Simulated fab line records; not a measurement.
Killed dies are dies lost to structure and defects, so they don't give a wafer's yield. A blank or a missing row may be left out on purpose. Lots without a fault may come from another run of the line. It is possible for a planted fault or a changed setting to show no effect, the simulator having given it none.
A struck lot beside a sound one | flow nand harc | 15 steps out of a route of 1302
Sound: the wafers L677.3, L677.4, L677.5. The struck wafers were L687.3, L687.4, L687.5. The cause is given at the end.
Order at every step that has rows: each side's tool, ch and its chambers, its first start. Under that, the readings that differ: sound wafers | struck wafers | difference of the means | sigmas: that difference in standard deviations of wafers without a fault.
alike: same words and numbers on both sides, and readings whose means sit less than 2 such deviations apart. not compared: any withheld reading, any reading some wafer has no value for, any bound like >300 that may hide the same value, and any number with overlapping values for which the record gives no deviation.
A row with sigmas, a row that says differs or no value, or rows on one side alone: a step with any of these is where the two part. Non-overlapping numbers with no deviation appear without sigmas and do not part them. A reading missing from all wafers of one side parts the sides only when that side holds two or more wafers.

first, 1 step without rows for these wafers: NHARC_A_ONON_D1_DEP_00 (target thk 1000 nm).
NHARC_A_ONON_D1_THK_MEAS_02: measures by ellipsometry.
  sound: film metro-01 at day 9 21:43; struck: film metro-01 at day 13 17:23
  alike: thk nm
then NHARC_A_ONON_D1_DEP_03 (target thk 1000 nm), 1 step lacking rows for these wafers.
NHARC_A_ONON_D1_THK_MEAS_05: measures by ellipsometry.
  sound: film metro-02 at day 9 22:17; struck: film metro-01 at day 13 17:57
  alike: thk nm
then NHARC_A_ONON_D1_DEP_06 (target thk 1000 nm), 1 step lacking rows for these wafers.
NHARC_A_ONON_D1_THK_MEAS_08: measures by ellipsometry.
  sound: film metro-01 at day 9 22:51; struck: film metro-01 at day 13 18:31
  reading     | sound          | struck         | difference | sigmas
  thk nm (nm) | 1003 1003 1004 | 1026 1025 1026 | +22        | +2
then NHARC_A_ONON_D1_DEP_09 (target thk 1000 nm), 1 step lacking rows for these wafers.
NHARC_A_ONON_D1_THK_MEAS_11: measures by ellipsometry.
  sound: film metro-02 at day 9 23:25; struck: film metro-01 at day 13 19:05
  alike: thk nm
then NHARC_A_ONON_D1_DEP_12 (target thk 1000 nm), 1 step lacking rows for these wafers.
NHARC_A_ONON_D1_THK_MEAS_14: measures by ellipsometry.
  sound: film metro-02 at day 9 23:58; struck: film metro-02 at day 13 19:38
  alike: thk nm
then, 1 step without rows for these wafers: NHARC_A_ONON_D1_ANNEAL_15 (time 3600 s).
NHARC_A_ONON_D1_DEP_16: target thk 1000 nm.
  sound on pecvd onon-03 ch 0, day 10 07:22; struck on pecvd onon-03 ch 0, day 14 06:24
NHARC_A_ONON_D1_THK_MEAS_18: measures by ellipsometry.
  sound: film metro-02 at day 10 07:45; struck: film metro-02 at day 14 06:47
  reading     | sound       | struck         | difference | sigmas
  thk nm (nm) | 999 999 997 | 1582 1583 1582 | +584       | +70
then NHARC_A_ONON_D1_DEP_19 (target thk 1000 nm), 1 step lacking rows for these wafers.
-- the record jumps here: 17 days lie between the struck wafers' starts before and after (it left off in module A_ONON_D1 and takes up again in module END, whose first step shown is number 1302 of the route) --
NHARC_END_SORT_01:
  at this point the record logs the struck wafers (prober-01 ch 0, day 30 21:44) and has no rows for the sound ones

WHERE THEY PART
Last at NHARC_END_SORT_01 as far as this record goes, first at NHARC_A_ONON_D1_THK_MEAS_08.

WHY: what had been put in by the simulator
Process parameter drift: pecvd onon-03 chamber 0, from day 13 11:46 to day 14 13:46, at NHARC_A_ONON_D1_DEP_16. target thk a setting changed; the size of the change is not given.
